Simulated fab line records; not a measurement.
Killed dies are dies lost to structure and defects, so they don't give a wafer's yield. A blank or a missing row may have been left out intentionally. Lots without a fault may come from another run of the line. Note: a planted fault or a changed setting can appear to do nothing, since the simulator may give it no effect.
What tool caused it? / flow nand harc / Sampling: 13 lots, 39 wafers, 6 of 1302 route steps

WHAT EACH GAUGE READ, for each wafer
NHARC_A_ONON_D1_THK_MEAS_02: measures by ellipsometry. Usual: thk nm 999 nm, standard deviation 11.
lot=L343; measured=day 6 22:16; on=film metro-01; thk nm (nm)=1003 1003 1001; flag=
lot=L347; measured=day 8 09:49; on=film metro-02; thk nm (nm)=997 999 999; flag=
lot=L348; measured=day 8 15:24; on=film metro-02; thk nm (nm)=1003 1004 1004; flag=
lot=L346; measured=day 9 03:47; on=film metro-02; thk nm (nm)=1005 1003 1005; flag=
lot=L350; measured=day 9 21:03; on=film metro-02; thk nm (nm)=994 995 994; flag=
lot=L351; measured=day 9 21:05; on=film metro-01; thk nm (nm)=975 974 975; flag=
lot=L352; measured=day 10 18:40; on=film metro-02; thk nm (nm)=1010 1013 1011; flag=
lot=L354; measured=day 11 03:26; on=film metro-01; thk nm (nm)=995 992 993; flag=
lot=L355; measured=day 12 03:48; on=film metro-02; thk nm (nm)=998 1000 997; flag=
lot=L356; measured=day 12 03:47; on=film metro-01; thk nm (nm)=994 994 992; flag=
lot=L361; measured=day 14 07:16; on=film metro-01; thk nm (nm)=981 981 981; flag=
lot=L362; measured=day 14 22:26; on=film metro-02; thk nm (nm)=998 996 997; flag=
lot=L364; measured=day 15 19:11; on=film metro-01; thk nm (nm)=1004 1003 1003; flag=

NHARC_A_ONON_D1_THK_MEAS_21: measures by ellipsometry. Usual: thk nm 1000 nm, standard deviation 8.8.
lot=L343; measured=day 7 10:32; on=film metro-02; thk nm (nm)=993 994 996; flag=
lot=L347; measured=day 8 20:23; on=film metro-01; thk nm (nm)=991 989 991; flag=
lot=L348; measured=day 9 04:10; on=film metro-01; thk nm (nm)=1004 1004 1004; flag=
lot=L346; measured=day 9 14:09; on=film metro-02; thk nm (nm)=1004 1004 1004; flag=
lot=L350; measured=day 11 00:47; on=film metro-01; thk nm (nm)=999 998 999; flag=
lot=L351; measured=day 11 00:47; on=film metro-02; thk nm (nm)=1010 1008 1011; flag=
lot=L352; measured=day 11 05:35; on=film metro-01; thk nm (nm)=1009 1007 1005; flag=
lot=L354; measured=day 11 14:24; on=film metro-02; thk nm (nm)=998 998 997; flag=
lot=L355; measured=day 12 14:54; on=film metro-02; thk nm (nm)=990 989 991; flag=
lot=L356; measured=day 12 14:53; on=film metro-01; thk nm (nm)=1001 1001 1001; flag=
lot=L361; measured=day 14 17:53; on=film metro-01; thk nm (nm)=1007 1006 1006; flag=
lot=L362; measured=day 15 09:19; on=film metro-01; thk nm (nm)=631 633 631 633 632 633; flag=OFF
lot=L364; measured=day 16 05:50; on=film metro-02; thk nm (nm)=611 612 610 612 610 610; flag=OFF

NHARC_END_SORT_01. Usual: killed at array 62, standard deviation 18; killed at other 0.9, standard deviation 1.2; killed at periphery 4.2, standard deviation 2.9; killed dies 67, standard deviation 17; killed open 3.6, standard deviation 1.9; killed short 2.5, standard deviation 1.6.
lot=L362; measured=day 32 10:44; on=prober-02; killed at array=673 671 671; killed at other=0 1 1; killed at periphery=4 5 5; killed dies=677 677 677; killed open=8 3 4; killed short=4 3 3; flag=OFF
lot=L364; measured=day 33 15:46; on=prober-01; killed at array=676 673 674; killed at other=0 1 0; killed at periphery=1 3 3; killed dies=677 677 677; killed open=3 8 5; killed short=1 2 2; flag=OFF

WHICH TOOL RAN EACH LOT (tool, then ch and the chambers of the sampled wafers, then the start)
lot=L343; NHARC_A_ZERO_WELL_RTA_16=rtp anneal-01 ch 0, day 6 01:10; NHARC_A_ONON_D1_DEP_19=pecvd onon-02 ch 0, day 7 10:05; NHARC_A_ONON_D1_DEP_33=pecvd-01 ch 0,2, day 7 12:20
lot=L347; NHARC_A_ZERO_WELL_RTA_16=rtp anneal-02 ch 0, day 7 12:20; NHARC_A_ONON_D1_DEP_19=pecvd onon-02 ch 0, day 8 19:53; NHARC_A_ONON_D1_DEP_33=pecvd-03 ch 1,2, day 8 22:14
lot=L348; NHARC_A_ZERO_WELL_RTA_16=rtp anneal-01 ch 0, day 7 18:16; NHARC_A_ONON_D1_DEP_19=pecvd onon-01 ch 0, day 9 03:43; NHARC_A_ONON_D1_DEP_33=pecvd-03 ch 0,1,2, day 9 05:56
lot=L346; NHARC_A_ZERO_WELL_RTA_16=rtp anneal-02 ch 0, day 8 05:48; NHARC_A_ONON_D1_DEP_19=pecvd onon-01 ch 0, day 9 13:46; NHARC_A_ONON_D1_DEP_33=pecvd-04 ch 0,2, day 9 16:05
lot=L350; NHARC_A_ZERO_WELL_RTA_16=rtp anneal-01 ch 0, day 8 23:58; NHARC_A_ONON_D1_DEP_19=pecvd onon-01 ch 0, day 11 00:17; NHARC_A_ONON_D1_DEP_33=pecvd-03 ch 1,2, day 11 02:33
lot=L351; NHARC_A_ZERO_WELL_RTA_16=rtp anneal-02 ch 0, day 9 00:47; NHARC_A_ONON_D1_DEP_19=pecvd onon-02 ch 0, day 11 00:20; NHARC_A_ONON_D1_DEP_33=pecvd-01 ch 0,1,2, day 11 02:35
lot=L352; NHARC_A_ZERO_WELL_RTA_16=rtp anneal-01 ch 0, day 9 21:49; NHARC_A_ONON_D1_DEP_19=pecvd onon-02 ch 0, day 11 05:05; NHARC_A_ONON_D1_DEP_33=pecvd-03 ch 0,1, day 11 07:20
lot=L354; NHARC_A_ZERO_WELL_RTA_16=rtp anneal-02 ch 0, day 10 07:05; NHARC_A_ONON_D1_DEP_19=pecvd onon-02 ch 0, day 11 13:53; NHARC_A_ONON_D1_DEP_33=pecvd-03 ch 0,1, day 11 16:26
lot=L355; NHARC_A_ZERO_WELL_RTA_16=rtp anneal-02 ch 0, day 10 21:13; NHARC_A_ONON_D1_DEP_19=pecvd onon-01 ch 0, day 12 14:27; NHARC_A_ONON_D1_DEP_33=pecvd-03 ch 0,2, day 12 16:42
lot=L356; NHARC_A_ZERO_WELL_RTA_16=rtp anneal-02 ch 0, day 11 05:47; NHARC_A_ONON_D1_DEP_19=pecvd onon-03 ch 0, day 12 14:23; NHARC_A_ONON_D1_DEP_33=pecvd-04 ch 0,1,2, day 12 16:39
lot=L361; NHARC_A_ZERO_WELL_RTA_16=rtp anneal-02 ch 0, day 13 11:07; NHARC_A_ONON_D1_DEP_19=pecvd onon-03 ch 0, day 14 17:30; NHARC_A_ONON_D1_DEP_33=pecvd-03 ch 1,2, day 14 19:41
lot=L362; NHARC_A_ZERO_WELL_RTA_16=rtp anneal-01 ch 0, day 14 02:01; NHARC_A_ONON_D1_DEP_19=pecvd onon-01 ch 0, day 15 08:52; NHARC_A_ONON_D1_DEP_33=pecvd-04 ch 0,1, day 15 13:11
lot=L364; NHARC_A_ZERO_WELL_RTA_16=rtp anneal-01 ch 0, day 14 19:24; NHARC_A_ONON_D1_DEP_19=pecvd onon-01 ch 0, day 16 05:22; NHARC_A_ONON_D1_DEP_33=pecvd-01 ch 0,1,2, day 16 10:46
- NHARC_A_ZERO_WELL_RTA_16: time 10 s.
- NHARC_A_ONON_D1_DEP_19: target thk 1000 nm.
- NHARC_A_ONON_D1_DEP_33: deposits SiO2, target thk 200 nm.

AS READ BY THE TOOLS THEMSELVES (means over the sampled wafers that have a number; for cases with no such wafer, the mark the record gives instead)
NHARC_A_ZERO_WELL_RTA_16. Usual: lamp power pct 33.8 %, standard deviation 0.59; wafer_temp_C_max 1005.0, standard deviation 1.3.
lot=L343; tool=rtp anneal-01; lamp power pct (%)=33.2; wafer_temp_C_max=1006.4; flag=
lot=L347; tool=rtp anneal-02; lamp power pct (%)=34.4; wafer_temp_C_max=1004.1; flag=
lot=L348; tool=rtp anneal-01; lamp power pct (%)=33.2; wafer_temp_C_max=1005.7; flag=
lot=L346; tool=rtp anneal-02; lamp power pct (%)=34.4; wafer_temp_C_max=1004.1; flag=
lot=L350; tool=rtp anneal-01; lamp power pct (%)=33.1; wafer_temp_C_max=1006.4; flag=
lot=L351; tool=rtp anneal-02; lamp power pct (%)=34.4; wafer_temp_C_max=1004.2; flag=
lot=L352; tool=rtp anneal-01; lamp power pct (%)=33.2; wafer_temp_C_max=1006.5; flag=
lot=L354; tool=rtp anneal-02; lamp power pct (%)=34.4; wafer_temp_C_max=1004.9; flag=
lot=L355; tool=rtp anneal-02; lamp power pct (%)=34.4; wafer_temp_C_max=1005.4; flag=
lot=L356; tool=rtp anneal-02; lamp power pct (%)=34.4; wafer_temp_C_max=1003.5; flag=
lot=L361; tool=rtp anneal-02; lamp power pct (%)=34.4; wafer_temp_C_max=1004.5; flag=
lot=L362; tool=rtp anneal-01; lamp power pct (%)=33.2; wafer_temp_C_max=1006.3; flag=
lot=L364; tool=rtp anneal-01; lamp power pct (%)=33.2; wafer_temp_C_max=1006.6; flag=

NHARC_A_ONON_D1_DEP_33. Usual: heater power w 548 W, standard deviation 75; throttle valve pct 15.7 %, standard deviation 0.43.
lot=L343; tool=pecvd-01; heater power w (W)=604; throttle valve pct (%)=15.9; flag=
lot=L347; tool=pecvd-03; heater power w (W)=546; throttle valve pct (%)=15.7; flag=
lot=L348; tool=pecvd-03; heater power w (W)=586; throttle valve pct (%)=15.2; flag=
lot=L346; tool=pecvd-04; heater power w (W)=599; throttle valve pct (%)=15.9; flag=
lot=L350; tool=pecvd-03; heater power w (W)=554; throttle valve pct (%)=15.7; flag=
lot=L351; tool=pecvd-01; heater power w (W)=562; throttle valve pct (%)=16.0; flag=
lot=L352; tool=pecvd-03; heater power w (W)=587; throttle valve pct (%)=15.3; flag=
lot=L354; tool=pecvd-03; heater power w (W)=565; throttle valve pct (%)=15.4; flag=
lot=L355; tool=pecvd-03; heater power w (W)=541; throttle valve pct (%)=15.4; flag=
lot=L356; tool=pecvd-04; heater power w (W)=491; throttle valve pct (%)=16.1; flag=
lot=L361; tool=pecvd-03; heater power w (W)=536; throttle valve pct (%)=15.7; flag=
lot=L362; tool=pecvd-04; heater power w (W)=476; throttle valve pct (%)=16.1; flag=
lot=L364; tool=pecvd-01; heater power w (W)=555; throttle valve pct (%)=15.4; flag=

THE ANSWER, worked out from the rows above alone
Rule: take the mean of a lot's wafers that have a number; if it is more than 3 standard deviations from the usual mean, the lot is off. A lot without any number at a reading at which 4 lots or more have one is off too. Where the step has rows for the other lots, those lots are counted as sound. First the gauges in route order, then the tools' own readings, where a lot's mean is used as printed above. At the first step where some lot is off, the reading lying furthest off is the one used; lots without a number count as furthest.
Off: L362, L364 (NHARC_A_ONON_D1_THK_MEAS_21, thk nm).
If a tool, at a process step before that reading, ran all the lots that are off and no sound lot after the first of them, it fits. The gauges at NHARC_A_ONON_D1_THK_MEAS_21 aren't tried: what is off there is off at NHARC_END_SORT_01 too, on other tools, and a gauge's error can't cause that. 2 tools fit, rtp anneal-01 at NHARC_A_ZERO_WELL_RTA_16 and pecvd onon-01 at NHARC_A_ONON_D1_DEP_19, so this cannot tell which one it is.

WHAT HAD BEEN PUT IN BY THE SIMULATOR
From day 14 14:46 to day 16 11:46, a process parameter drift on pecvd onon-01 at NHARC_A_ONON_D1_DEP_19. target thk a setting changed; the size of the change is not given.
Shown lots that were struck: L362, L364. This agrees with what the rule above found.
